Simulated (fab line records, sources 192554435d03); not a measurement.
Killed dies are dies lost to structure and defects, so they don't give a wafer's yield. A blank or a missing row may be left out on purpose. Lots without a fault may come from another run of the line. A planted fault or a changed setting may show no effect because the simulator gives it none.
fab line records | flow n5_finfet
record lots=11 wafers=33 last_day=18
route steps=1938 shown BEOL_M8@1332 PASSIVATION@1936
lots that met no fault: from a run of the same line without faults
start_h: hours from the record's first day to the start of the lot's first wafer shown | wait_h: hours since the lot's step before | " the same as in the row above | L1.1+2: a row that stands for several wafers | - no value, or no start given | * or withheld: withheld | < > ~ a bound
route shown NAME@n: a module of which the file shows steps, and the number in the route of the first | usual: mean/standard deviation of fault-free wafers | same: alike in all rows | chamber/n: place in a boat | sites: the reading at each site | _std_site: their standard deviation | _edge_site: outer sites' mean less inner sites' | radius_mm: how far each site lies from the wafer's centre | mask NAME#n: copy n | behind: the tool/chamber that last shaped the wafer | hold: why the lot was held/for how many hours/how that ended | device: the transistor (n, p or np) that didn't switch | end of line: the same wafers' tests at the end of the route | a step without rows: its recipe alone | killed: dies lost to structure and defects at the first sort, not the wafer's yield | map: a wafer's dies, x killed, . not, _ none there
set.NAME: the setting as run; set.NAME@STEP: as run at that earlier step | model.NAME: the simulator's own value behind a step, which no gauge read
steps of the route over a sample of lots; a table a step, a row a wafer
services: from which hour (start_h, from the record's first day; less than 0 if before it) a tool's chamber was out of use, for how many hours, and why
## steps
# step N5_BEOL_M8_ILD_DEP_00
# recipe material=SiCOH_lowk target_thk_a=1797.5 temp_c=300 precursor=DEMS/porogen pressure_torr=5 rf_w=500 time_s=33.4
# usual heater_power_w=291/35 rf_fwd_power_W=494.8/2 showerhead_plenum_p_Torr=5.738/0.013 throttle_valve_pct=14.1/0.61
# columns lot.wafer tool chamber start_h wait_h heater_power_w rf_fwd_power_W showerhead_plenum_p_Torr throttle_valve_pct
L779.1 pecvd-02 1 222.93 0.0 326 497.9 5.736 13.7
L779.3 " 0 " " 248 496.6 5.746 15.1
L779.6 " 0 " " 246 491.7 5.741 15.0
L782.3 pecvd-02 1 229.64 0.1 315 497.5 5.726 13.5
L782.4 " 2 " " 290 494.3 5.731 14.0
L782.5 " 2 " " 299 492.2 5.727 14.1
L781.1 pecvd-02 1 230.27 0.0 292 492.4 5.726 13.7
L781.4 " 1 " " 312 494.9 5.745 13.9
L781.5 " 2 " " 303 496.1 5.731 14.1
L783.1 pecvd-01 2 255.89 0.0 275 492.1 5.725 13.4
L783.2 " 1 " " 232 496.3 5.751 15.5
L783.5 " 1 " " 229 496.5 5.758 15.8
L785.2 pecvd-02 2 256.16 0.0 304 496.6 5.755 13.9
L785.4 " 1 " " 328 493.3 5.736 13.6
L785.6 " 0 " " 229 497.1 5.740 15.2
L788.3 pecvd-03 2 286.14 0.0 322 493.9 5.745 12.8
L788.5 " 2 " " 319 494.6 5.744 13.1
L788.6 " 0 " " 308 492.9 5.765 13.5
L791.1 pecvd-02 1 305.79 0.0 324 492.6 5.730 14.0
L791.3 " 0 " " 228 495.1 5.749 14.9
L791.4 " 0 " " 245 493.3 5.751 14.9
L796.3 pecvd-02 1 330.57 0.1 333 495.9 5.735 13.8
L796.4 " 0 " " 224 492.9 5.747 15.2
L796.6 " 1 " " 332 499.3 5.733 14.0
L797.4 pecvd-03 1 330.86 0.1 344 495.0 5.738 14.5
L797.5 " 2 " " 321 494.2 5.749 13.0
L797.6 " 0 " " 283 493.0 5.744 13.8
L798.2 pecvd-02 0 345.32 0.0 259 494.2 5.757 14.9
L798.3 " 1 " " 298 494.6 5.722 14.2
L798.5 " 2 " " 303 495.8 5.729 14.3
L799.1 pecvd-01 2 364.55 0.0 286 494.4 5.724 13.4
L799.4 " 1 " " 276 496.6 5.741 15.2
L799.5 " 2 " " 291 493.0 5.703 13.6
# step N5_BEOL_M8_OVL_MEAS_12
# recipe points_per_wafer=44
# usual M8_OVL=0.0/0.64
# same points_per_wafer=44
# columns lot.wafer tool chamber start_h wait_h M8_OVL[nm]
L779.1 overlay-01 0 226.12 0.0 -0.8
L779.3 " 0 " " -0.6
L779.6 " 0 " " 0.8
L782.3 overlay-01 0 232.31 0.0 -0.3
L782.4 " 0 " " -1.5
L782.5 " 0 " " -0.7
L781.1 overlay-02 0 232.71 0.0 -0.3
L781.4 " 0 " " -1.0
L781.5 " 0 " " 0.0
L783.1 overlay-01 0 259.04 0.0 0.1
L783.2 " 0 " " 0.3
L783.5 " 0 " " 0.1
L785.2 overlay-01 0 259.24 0.0 0.2
L785.4 " 0 " " 0.0
L785.6 " 0 " " -0.8
L788.3 overlay-01 0 287.34 0.0 0.4
L788.5 " 0 " " -0.1
L788.6 " 0 " " 0.4
L791.1 overlay-02 0 310.17 0.0 -0.2
L791.3 " 0 " " 0.3
L791.4 " 0 " " 1.2
L796.3 overlay-02 0 333.77 0.0 -0.1
L796.4 " 0 " " -0.1
L796.6 " 0 " " 1.4
L797.4 overlay-01 0 334.04 0.0 -0.4
L797.5 " 0 " " -1.1
L797.6 " 0 " " -0.9
L798.2 overlay-02 0 348.75 0.0 1.4
L798.3 " 0 " " 0.2
L798.5 " 0 " " 0.4
L799.1 overlay-01 0 366.62 0.0 -0.3
L799.4 " 0 " " -1.0
L799.5 " 0 " " 0.1
# step N5_BEOL_M8_STRIP_19
# recipe chemistry=O2 power_w=400 temp_c=40 pressure_mtorr=30 rf_frequency_hz=6e+07 bias_power_w=0 overash_fraction=0.2 o2_flow_sccm=225
# usual drypump_motor_current_A=5.8/0.57 oes_product_au=0.80/0.094 rf_vpp_V=3.7/0.58 showerhead_plenum_p_Torr=2.08/0.073 throttle_valve_pct=16.61/0.26
# columns lot.wafer tool chamber start_h wait_h drypump_motor_current_A oes_product_au rf_hours_counter_h rf_vpp_V showerhead_plenum_p_Torr throttle_valve_pct
L779.1 rie_diel-01 0 226.67 0.1 6.2 0.93 24 3.3 2.23 16.19
L779.3 " 1 " " 5.2 0.71 193 3.6 2.07 16.92
L779.6 " 0 " " 6.2 0.92 - 3.9 2.23 16.22
L782.3 rie_diel-06 2 232.78 0.1 5.3 0.81 84 3.6 2.02 16.34
L782.4 " 3 " " 4.8 0.74 - 3.0 2.00 16.60
L782.5 " 2 " " 5.3 0.82 - 2.6 2.02 16.33
L781.1 rie_diel-06 3 233.16 0.1 4.8 0.75 156 4.4 2.00 16.59
L781.4 " 1 " " 5.8 0.96 - 3.2 2.16 16.38
L781.5 " 3 " " 4.8 0.74 - 3.1 2.00 16.60
L783.1 rie_diel-06 0 259.81 0.2 6.3 0.70 187 4.9 2.01 16.97
L783.2 " 3 " " 4.8 0.74 167 3.2 2.00 16.61
L783.5 " 3 " " 4.8 0.73 - 4.3 2.00 16.61
L785.2 rie_diel-06 1 260.13 0.2 5.8 0.92 17 3.1 2.15 16.40
L785.4 " 3 " " 4.8 0.73 167 4.1 2.00 16.61
L785.6 " 1 " " 5.8 0.91 - 3.2 2.15 16.41
L788.3 rie_diel-05 3 289.12 0.1 6.7 0.69 243 4.5 1.97 16.88
L788.5 " 2 " " 5.6 0.77 - 3.4 2.10 16.73
L788.6 " 1 " " 6.0 0.79 - 4.1 2.04 16.84
L791.1 rie_diel-05 1 310.73 0.2 5.9 0.78 113 2.7 2.04 16.85
L791.3 " 0 " " 5.3 0.97 7 2.8 2.16 16.43
L791.4 " 2 " " 5.6 0.75 166 2.8 2.10 16.74
L796.3 rie_diel-05 2 334.28 0.1 5.6 0.75 176 2.5 2.10 16.79
L796.4 " 2 " " 5.6 0.75 - 4.5 2.10 16.76
L796.6 " 1 " " 5.9 0.77 - 3.4 2.03 16.87
L797.4 rie_diel-01 0 334.51 0.1 6.2 0.87 - 3.5 2.21 16.24
L797.5 " 3 " " 5.9 0.89 - 4.6 2.12 16.32
L797.6 " 2 " " 6.7 0.71 - 3.3 2.09 16.84
L798.2 rie_diel-06 0 349.33 0.1 6.4 0.68 220 3.8 2.00 17.03
L798.3 " 3 " " 4.8 0.71 197 3.9 1.99 16.68
L798.5 " 2 " " 5.3 0.77 - 3.5 2.01 16.40
L799.1 rie_diel-01 0 367.08 0.1 6.2 0.85 73 3.1 2.21 16.27
L799.4 " 2 " " 6.7 0.71 239 3.7 2.09 16.85
L799.5 " 0 " " 6.2 0.85 - 4.0 2.21 16.27
# step N5_BEOL_M8_COAT_71
# recipe resist=underlayer temp_c=205 time_s=60 spin_rpm=1500 resist_thk_nm=5
# usual plate_temp_C=205.00/0.17 spin_speed_rpm=1500.2/0.99
# columns lot.wafer tool chamber start_h wait_h plate_temp_C spin_speed_rpm
L779.1 litho_track-05 0 227.79 - 204.83 1500.7
L779.3 " 0 " " 204.96 1497.9
L779.6 " 0 " " 205.03 1499.6
L782.3 litho_track-01 0 234.16 - 205.20 1499.9
L782.4 " 0 " " 205.05 1499.5
L782.5 " 0 " " 205.03 1500.4
L781.1 litho_track-04 0 234.24 - 204.70 1500.6
L781.4 " 0 " " 204.80 1501.2
L781.5 " 0 " " 204.51 1500.7
L783.1 litho_track-04 0 260.93 - 204.87 1501.0
L783.2 " 0 " " 204.97 1502.1
L783.5 " 0 " " 205.09 1501.5
L785.2 litho_track-05 0 261.01 - 204.89 1502.4
L785.4 " 0 " " 204.75 1500.6
L785.6 " 0 " " 204.80 1501.2
L788.3 litho_track-04 0 289.24 - 205.04 1499.9
L788.5 " 0 " " 205.15 1501.3
L788.6 " 0 " " 205.07 1501.5
L791.1 litho_track-05 0 312.32 - 205.06 1440.6
L791.3 " 0 " " 205.07 1441.0
L791.4 " 0 " " 205.01 1441.0
L797.4 litho_track-04 0 335.95 - 204.88 1499.4
L797.5 " 0 " " 204.96 1500.8
L797.6 " 0 " " 204.80 1499.9
L796.3 litho_track-05 0 335.96 - 204.82 1442.0
L796.4 " 0 " " 204.86 1442.3
L796.6 " 0 " " 204.87 1442.1
L798.2 litho_track-01 0 350.75 - 205.02 1500.3
L798.3 " 0 " " 205.36 1501.3
L798.5 " 0 " " 205.29 1500.3
L799.1 litho_track-04 0 371.20 - 205.24 1500.7
L799.4 " 0 " " 205.11 1500.6
L799.5 " 0 " " 205.17 1499.2
# step N5_PASSIVATION_PROBE_49
# usual defect_limited_yield=91.4/1.4 killed_at_M0_to_M3=33/11 killed_at_M4_up=13/5.3 killed_at_contacts=13/6.1 killed_at_front_end=40/11 killed_at_other=2.9/2.7 killed_dies=102/17 killed_open=68/13 killed_short=32/7.5 sort_bin_4_leakage=0.00/0.022 sort_bin_5_function=5.1/0.98 sort_bin_6_memory=3.2/0.69 sort_n_pass=1077/21 sort_yield_pct=91.3/1.7
# same gross_dies=1180 killed_at_back_side=0 sort_bin_8_speed[%]=0
# columns lot.wafer tool chamber start_h wait_h defect_limited_yield[%] killed_at_M0_to_M3 killed_at_M4_up killed_at_contacts killed_at_front_end killed_at_other killed_dies killed_open killed_short sort_bin_4_leakage[%] sort_bin_5_function[%] sort_bin_6_memory[%] sort_n_pass sort_yield_pct[%]
L781.1 prober-02 - 316.17 0.0 90.8 29 13 9 51 6 108 56 52 0 5.8 2.5 1072 90.8
L781.4 prober-02 - 316.32 0.2 88.6 26 9 24 65 10 134 96 37 0 7.1 3.8 1046 88.6
L781.5 prober-02 - 316.37 0.2 91.0 25 7 11 60 3 106 73 33 0 5.0 3.8 1074 91.0
L782.3 prober-02 - 320.54 0.1 93.5 21 11 20 24 1 77 52 24 0 3.1 3.1 1103 93.5
L782.4 prober-02 - 320.59 0.2 94.1 16 12 15 26 1 70 51 19 0 3.9 1.8 1110 94.1
L782.5 prober-02 - 320.64 0.2 94.6 18 11 9 25 1 64 39 25 0 3.2 1.9 1116 94.6
L779.1 prober-02 - 321.67 0.0 91.8 36 15 8 35 3 97 53 42 0 4.4 3.7 1083 91.8
L779.3 prober-02 - 321.77 0.1 91.9 31 10 8 43 4 96 66 29 0 5.2 2.7 1084 91.9
L779.6 prober-02 - 321.92 0.3 90.8 17 17 12 62 1 109 67 37 0 5.1 3.2 1071 90.8
L783.1 prober-02 - 340.53 0.0 91.6 29 22 9 39 0 99 69 29 0 5.3 2.8 1081 91.6
L783.2 prober-02 - 340.58 0.1 90.5 28 14 18 52 0 112 76 29 0 5.3 3.6 1068 90.5
L783.5 prober-02 - 340.73 0.2 92.1 39 21 8 22 3 93 60 32 0 4.9 2.3 1087 92.1
L785.2 prober-01 - 349.37 0.1 93.6 14 10 7 44 0 75 45 28 0 3.8 2.5 1105 93.6
L785.4 prober-01 - 349.47 0.2 91.4 35 16 9 39 2 101 72 27 0 5.3 2.9 1079 91.4
L785.6 prober-01 - 349.57 0.3 94.2 22 13 6 25 2 68 43 22 0 3.0 2.5 1112 94.2
L788.3 prober-02 - 372.43 0.1 90.9 36 23 9 38 1 107 77 30 0 5.0 3.8 1073 90.9
L788.5 prober-02 - 372.53 0.2 92.7 36 12 5 29 4 86 53 31 0 4.7 2.5 1094 92.7
L788.6 prober-02 - 372.58 0.3 91.4 23 20 5 52 1 101 67 32 0 5.2 3.2 1079 91.4
L791.1 prober-02 - 391.82 0.0 91.0 32 15 10 45 4 106 65 38 0 6.0 2.7 1074 91.0
L791.3 prober-02 - 391.92 0.1 90.3 31 20 15 46 2 114 75 39 0 5.6 3.8 1066 90.3
L791.4 prober-02 - 391.97 0.2 90.9 31 17 12 42 5 107 78 27 0 5.0 3.6 1073 90.9
L796.3 prober-01 - 409.07 0.1 90.2 38 10 34 30 4 116 80 35 0 5.8 3.7 1064 90.2
L796.4 prober-01 - 409.12 0.2 89.1 40 9 22 45 13 129 91 35 0 6.3 4.5 1051 89.1
L796.6 prober-01 - 409.22 0.3 90.9 34 18 30 21 4 107 81 25 0 5.1 3.7 1073 90.9
L797.4 prober-02 - 411.35 0.2 91.0 30 16 13 43 4 106 72 33 0.08 6.4 2.3 1073 90.9
L797.5 prober-02 - 411.40 0.2 93.3 36 11 7 24 1 79 49 29 0 3.5 3.0 1101 93.3
L797.6 prober-02 - 411.45 0.3 89.5 52 16 9 44 3 124 83 40 0 6.4 4.0 1056 89.5
L798.2 prober-02 - 419.63 0.1 92.7 24 15 10 36 1 86 57 28 0 3.8 3.2 1094 92.7
L798.3 prober-02 - 419.68 0.1 90.7 32 25 14 33 6 110 74 34 0 4.7 4.6 1070 90.7
L798.5 prober-02 - 419.78 0.2 92.6 26 14 9 35 3 87 62 25 0 3.6 3.3 1093 92.6
L799.1 prober-02 - 437.13 0.0 92.2 38 10 6 35 3 92 56 36 0 4.7 2.7 1088 92.2
L799.4 prober-02 - 437.28 0.2 92.1 35 5 9 41 3 93 66 25 0 5.1 2.6 1087 92.1
L799.5 prober-02 - 437.33 0.2 91.8 29 12 13 42 1 97 63 32 0 5.4 2.5 1083 91.8
# killed by level:class
L781.1 FIN_SAQP:geometric_particle:open=17 FIN_SAQP:geometric_particle:short=15 BEOL_M2:geometric_particle:short=10 MOL_CONTACT_COAG:geometric_particle:open=7 BEOL_M0_SAQP:geometric_particle:open=5 BEOL_M4:geometric_particle:open=5 BEOL_M1:geometric_particle:short=4 STI_FIN_REVEAL:geometric_particle:open=3
L781.4 FIN_SAQP:geometric_particle:open=24 MOL_CONTACT_COAG:geometric_particle:open=21 STI_FIN_REVEAL:geometric_particle:open=18 BEOL_M2:geometric_particle:short=9 FIN_SAQP:geometric_particle:short=8 BEOL_M0_SAQP:geometric_particle:open=6 STI_FIN_REVEAL:geometric_particle:short=4 STARTING-WAFER:geometric_particle:open=4
L781.5 FIN_SAQP:geometric_particle:open=16 STI_FIN_REVEAL:geometric_particle:open=10 MOL_CONTACT_COAG:geometric_particle:open=9 FIN_SAQP:geometric_particle:short=7 GATE_CUT:geometric_particle:short=7 STARTING-WAFER:geometric_particle:short=7 BEOL_M3:geometric_particle:open=7 DUMMY_GATE:geometric_particle:open=6
L782.3 MOL_CONTACT_COAG:geometric_particle:open=16 FIN_SAQP:geometric_particle:short=8 FIN_SAQP:geometric_particle:open=6 BEOL_M4:geometric_particle:open=6 BEOL_M1:geometric_particle:open=5 MOL_CONTACT_COAG:geometric_particle:short=4 BEOL_M0_SAQP:geometric_particle:short=4 BEOL_M2:geometric_particle:open=4
L782.4 MOL_CONTACT_COAG:geometric_particle:open=9 FIN_SAQP:geometric_particle:open=8 BEOL_M4:geometric_particle:open=7 MOL_CONTACT_COAG:geometric_particle:short=6 BEOL_M1:geometric_particle:open=5 GATE_CUT:geometric_particle:short=4 BEOL_M0_SAQP:geometric_particle:open=4 BEOL_M3:geometric_particle:open=3
L782.5 MOL_CONTACT_COAG:geometric_particle:open=6 GATE_CUT:geometric_particle:open=5 BEOL_M4:geometric_particle:open=5 GATE_CUT:geometric_particle:short=4 BEOL_M1:geometric_particle:open=4 MOL_CONTACT_COAG:geometric_particle:short=3 BEOL_M0_SAQP:geometric_particle:open=3 BEOL_M3:geometric_particle:open=3
L779.1 STI_FIN_REVEAL:geometric_particle:open=8 MOL_CONTACT_COAG:geometric_particle:open=6 BEOL_M3:geometric_particle:open=6 BEOL_M4:geometric_particle:short=6 GATE_CUT:geometric_particle:short=5 BEOL_M0:geometric_particle:open=5 BEOL_M0_SAQP:geometric_particle:short=5 BEOL_M2:geometric_particle:short=5
L779.3 FIN_SAQP:geometric_particle:short=8 DUMMY_GATE:geometric_particle:open=8 BEOL_M3:geometric_particle:open=8 MOL_CONTACT_COAG:geometric_particle:open=7 BEOL_M0_SAQP:geometric_particle:open=6 BEOL_M1:geometric_particle:open=6 STI_FIN_REVEAL:geometric_particle:open=5 FIN_SAQP:geometric_particle:open=4
L779.6 FIN_SAQP:geometric_particle:open=11 BEOL_M4:geometric_particle:open=10 STI_FIN_REVEAL:geometric_particle:open=9 GATE_CUT:geometric_particle:short=7 MOL_CONTACT_COAG:geometric_particle:short=6 DUMMY_GATE:geometric_particle:open=6 MOL_CONTACT_COAG:geometric_particle:open=6 BEOL_M2:geometric_particle:open=6
L783.1 BEOL_M2:geometric_particle:open=10 BEOL_M4:geometric_particle:open=10 FIN_SAQP:geometric_particle:short=9 STI_FIN_REVEAL:geometric_particle:open=9 MOL_CONTACT_COAG:geometric_particle:open=9 BEOL_M0_SAQP:geometric_particle:open=8 FIN_SAQP:geometric_particle:open=5 STI_FIN_REVEAL:geometric_particle:short=4
L783.2 STI_FIN_REVEAL:geometric_particle:open=17 MOL_CONTACT_COAG:geometric_particle:open=14 FIN_SAQP:geometric_particle:open=12 BEOL_M0_SAQP:geometric_particle:open=9 BEOL_M0_SAQP:geometric_particle:short=8 FIN_SAQP:geometric_particle:short=6 BEOL_M4:geometric_particle:open=5 MOL_CONTACT_COAG:geometric_particle:short=4
L783.5 BEOL_M2:geometric_particle:open=12 BEOL_M4:geometric_particle:open=11 BEOL_M0_SAQP:geometric_particle:short=8 FIN_SAQP:geometric_particle:short=7 MOL_CONTACT_COAG:geometric_particle:open=5 BEOL_M0_SAQP:geometric_particle:open=5 BEOL_M3:geometric_particle:open=5 DUMMY_GATE:geometric_particle:open=3
L785.2 STI_FIN_REVEAL:geometric_particle:open=14 FIN_SAQP:geometric_particle:short=11 FIN_SAQP:geometric_particle:open=4 MOL_CONTACT_COAG:geometric_particle:open=4 BEOL_M4:geometric_particle:open=4 GATE_CUT:geometric_particle:short=3 MOL_CONTACT_COAG:geometric_particle:short=3 BEOL_M0_SAQP:geometric_particle:open=3
L785.4 FIN_SAQP:geometric_particle:short=12 BEOL_M0_SAQP:geometric_particle:open=8 DUMMY_GATE:geometric_particle:open=7 MOL_CONTACT_COAG:geometric_particle:open=7 BEOL_M1:geometric_particle:open=7 BEOL_M2:geometric_particle:open=7 FIN_SAQP:geometric_particle:open=6 STI_FIN_REVEAL:geometric_particle:open=6
L785.6 DUMMY_GATE:geometric_particle:open=8 BEOL_M4:geometric_particle:open=7 MOL_CONTACT_COAG:geometric_particle:open=5 BEOL_M0_SAQP:geometric_particle:short=5 BEOL_M3:geometric_particle:open=5 FIN_SAQP:geometric_particle:short=3 BEOL_M0_SAQP:geometric_particle:open=3 BEOL_M1:geometric_particle:open=3
L788.3 BEOL_M0_SAQP:geometric_particle:open=9 BEOL_M3:geometric_particle:open=9 FIN_SAQP:geometric_particle:open=8 DUMMY_GATE:geometric_particle:open=8 MOL_CONTACT_COAG:geometric_particle:open=8 BEOL_M0_SAQP:geometric_particle:short=7 BEOL_M4:geometric_particle:open=7 STI_FIN_REVEAL:geometric_particle:open=6
L788.5 STI_FIN_REVEAL:geometric_particle:open=9 BEOL_M0_SAQP:geometric_particle:short=9 BEOL_M3:geometric_particle:open=8 BEOL_M0_SAQP:geometric_particle:open=6 DUMMY_GATE:geometric_particle:open=5 BEOL_M4:geometric_particle:open=5 STI_FIN_REVEAL:geometric_particle:short=4 BEOL_M4:geometric_particle:short=4
L788.6 FIN_SAQP:geometric_particle:open=14 STI_FIN_REVEAL:geometric_particle:open=12 BEOL_M4:geometric_particle:open=10 FIN_SAQP:geometric_particle:short=9 BEOL_M3:geometric_particle:open=4 MOL_CONTACT_COAG:geometric_particle:open=4 ILD0:geometric_particle:short=3 BEOL_M0_SAQP:geometric_particle:open=3
L791.1 BEOL_M3:geometric_particle:open=11 FIN_SAQP:geometric_particle:open=10 STI_FIN_REVEAL:geometric_particle:open=9 MOL_CONTACT_COAG:geometric_particle:open=8 FIN_SAQP:geometric_particle:short=7 BEOL_M0_SAQP:geometric_particle:open=7 BEOL_M0_SAQP:geometric_particle:short=7 STI_FIN_REVEAL:geometric_particle:short=5
L791.3 FIN_SAQP:geometric_particle:open=11 MOL_CONTACT_COAG:geometric_particle:open=11 STI_FIN_REVEAL:geometric_particle:open=9 BEOL_M0_SAQP:geometric_particle:open=8 BEOL_M2:geometric_particle:open=6 FIN_SAQP:geometric_particle:short=5 BEOL_M0_SAQP:geometric_particle:short=5 BEOL_M3:geometric_particle:open=5
L791.4 STI_FIN_REVEAL:geometric_particle:open=18 MOL_CONTACT_COAG:geometric_particle:open=10 BEOL_M0_SAQP:geometric_particle:open=10 FIN_SAQP:geometric_particle:open=9 BEOL_M0_SAQP:geometric_particle:short=8 BEOL_M4:geometric_particle:open=6 BEOL_M3:geometric_particle:open=5 STARTING-WAFER:geometric_particle:short=5
L796.3 MOL_CONTACT_COAG:geometric_particle:open=31 BEOL_M0_SAQP:geometric_particle:short=8 BEOL_M1:geometric_particle:open=8 BEOL_M3:geometric_particle:open=8 GATE_CUT:geometric_particle:short=6 BEOL_M0_SAQP:geometric_particle:open=5 STI_FIN_REVEAL:geometric_particle:open=4 BEOL_M2:geometric_particle:open=4
L796.4 STI_FIN_REVEAL:geometric_particle:open=19 MOL_CONTACT_COAG:geometric_particle:open=19 BEOL_M0_SAQP:geometric_particle:short=9 BEOL_M1:geometric_particle:open=9 BEOL_M4:geometric_particle:open=7 BEOL_M0_SAQP:geometric_particle:open=6 BEOL_M2:geometric_particle:open=6 PASS1_CAP:geometric_particle:open=5
L796.6 MOL_CONTACT_COAG:geometric_particle:open=25 BEOL_M0_SAQP:geometric_particle:open=11 BEOL_M2:geometric_particle:open=10 BEOL_M4:geometric_particle:open=10 MOL_CONTACT_COAG:geometric_particle:short=5 FIN_SAQP:geometric_particle:open=3 DUMMY_GATE:geometric_particle:short=3 ILD0:geometric_particle:open=3
L797.4 FIN_SAQP:geometric_particle:open=12 FIN_SAQP:geometric_particle:short=11 MOL_CONTACT_COAG:geometric_particle:open=9 BEOL_M4:geometric_particle:open=9 STI_FIN_REVEAL:geometric_particle:open=8 BEOL_M1:geometric_particle:open=8 BEOL_M0_SAQP:geometric_particle:open=7 DUMMY_GATE:geometric_particle:open=5
L797.5 STI_FIN_REVEAL:geometric_particle:open=10 BEOL_M3:geometric_particle:short=9 BEOL_M1:geometric_particle:open=7 MOL_CONTACT_COAG:geometric_particle:open=6 BEOL_M2:geometric_particle:open=6 BEOL_M3:geometric_particle:open=6 FIN_SAQP:geometric_particle:short=4 BEOL_M0_SAQP:geometric_particle:short=4
L797.6 FIN_SAQP:geometric_particle:open=17 BEOL_M2:geometric_particle:open=12 BEOL_M0_SAQP:geometric_particle:short=10 BEOL_M1:geometric_particle:open=9 STI_FIN_REVEAL:geometric_particle:open=8 MOL_CONTACT_COAG:geometric_particle:open=7 FIN_SAQP:geometric_particle:short=6 BEOL_M3:geometric_particle:short=6
L798.2 FIN_SAQP:geometric_particle:short=10 BEOL_M4:geometric_particle:open=10 FIN_SAQP:geometric_particle:open=9 MOL_CONTACT_COAG:geometric_particle:open=9 STI_FIN_REVEAL:geometric_particle:open=6 BEOL_M1:geometric_particle:open=6 BEOL_M0_SAQP:geometric_particle:short=5 BEOL_M0:geometric_particle:open=5
L798.3 MOL_CONTACT_COAG:geometric_particle:open=14 BEOL_M0_SAQP:geometric_particle:open=11 BEOL_M4:geometric_particle:open=11 FIN_SAQP:geometric_particle:open=10 BEOL_M0_SAQP:geometric_particle:short=9 FIN_SAQP:geometric_particle:short=7 STI_FIN_REVEAL:geometric_particle:open=5 BEOL_M1:geometric_particle:open=5
L798.5 BEOL_M1:geometric_particle:open=10 MOL_CONTACT_COAG:geometric_particle:open=8 FIN_SAQP:geometric_particle:open=7 FIN_SAQP:geometric_particle:short=7 BEOL_M4:geometric_particle:open=6 GATE_CUT:geometric_particle:short=6 DUMMY_GATE:geometric_particle:open=5 BEOL_M2:geometric_particle:open=4
L799.1 STI_FIN_REVEAL:geometric_particle:open=12 BEOL_M0_SAQP:geometric_particle:short=11 BEOL_M3:geometric_particle:open=10 BEOL_M0_SAQP:geometric_particle:open=7 BEOL_M4:geometric_particle:open=7 FIN_SAQP:geometric_particle:open=4 MOL_CONTACT_COAG:geometric_particle:open=4 BEOL_M1:geometric_particle:open=4
L799.4 DUMMY_GATE:geometric_particle:open=13 BEOL_M3:geometric_particle:open=12 BEOL_M1:geometric_particle:open=9 FIN_SAQP:geometric_particle:short=8 MOL_CONTACT_COAG:geometric_particle:open=8 STI_FIN_REVEAL:geometric_particle:open=6 BEOL_M0_SAQP:geometric_particle:open=5 FIN_SAQP:geometric_particle:open=3
L799.5 STI_FIN_REVEAL:geometric_particle:open=12 MOL_CONTACT_COAG:geometric_particle:open=12 FIN_SAQP:geometric_particle:short=9 BEOL_M1:geometric_particle:open=7 BEOL_M3:geometric_particle:open=6 FIN_SAQP:geometric_particle:open=5 STARTING-WAFER:geometric_particle:short=5 STI_FIN_REVEAL:geometric_particle:short=4
## services
# columns tool chamber start_h hours kind
rie_diel-06 1 199.25 14.5 repair
pecvd-03 - 203.51 6.0 pm
rie_diel-06 - 209.18 0.3 repair
rie_diel-06 - 210.01 4.8 repair
pecvd-01 0 214.42 5.7 repair
rie_diel-06 1 216.20 8.8 repair
rie_diel-06 2 216.94 4.0 repair
pecvd-02 0 223.39 11.9 repair
pecvd-03 - 225.10 5.1 repair
rie_diel-06 0 227.20 14.4 repair
rie_diel-05 - 236.83 0.2 repair
rie_diel-06 2 241.76 6.5 repair
pecvd-02 - 246.63 2.5 repair
rie_diel-01 1 255.42 3.4 repair
rie_diel-01 2 270.68 4.7 repair
rie_diel-05 - 273.86 14.6 pm
rie_diel-05 3 314.94 11.0 repair
pecvd-02 1 315.25 3.4 repair
pecvd-02 - 328.67 1.5 repair
rie_diel-06 3 333.55 2.8 repair
rie_diel-06 - 334.62 0.7 repair
pecvd-03 1 341.51 5.2 repair
rie_diel-05 1 355.36 13.1 repair
pecvd-02 0 359.75 7.6 repair
## key
first_sign step=N5_BEOL_M8_COAT_71 reading=spin_speed_rpm direction=down sigmas=59 usual=* struck=*
effect none on later readings
met_at N5_BEOL_M8_COAT_71
struck_lots L791,L796
not_acting_at N5_BEOL_M8_ILD_DEP_00,N5_BEOL_M8_OVL_MEAS_12,N5_BEOL_M8_STRIP_19
onset_between 261.01 312.32
fault kind=process_parameter_drift tool=litho_track-05 chamber=- onset_h=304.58 steps=N5_BEOL_M8_COAT_71 channel=spin_rpm offset=* shape=step end_h=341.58 acts_in=* stated=*
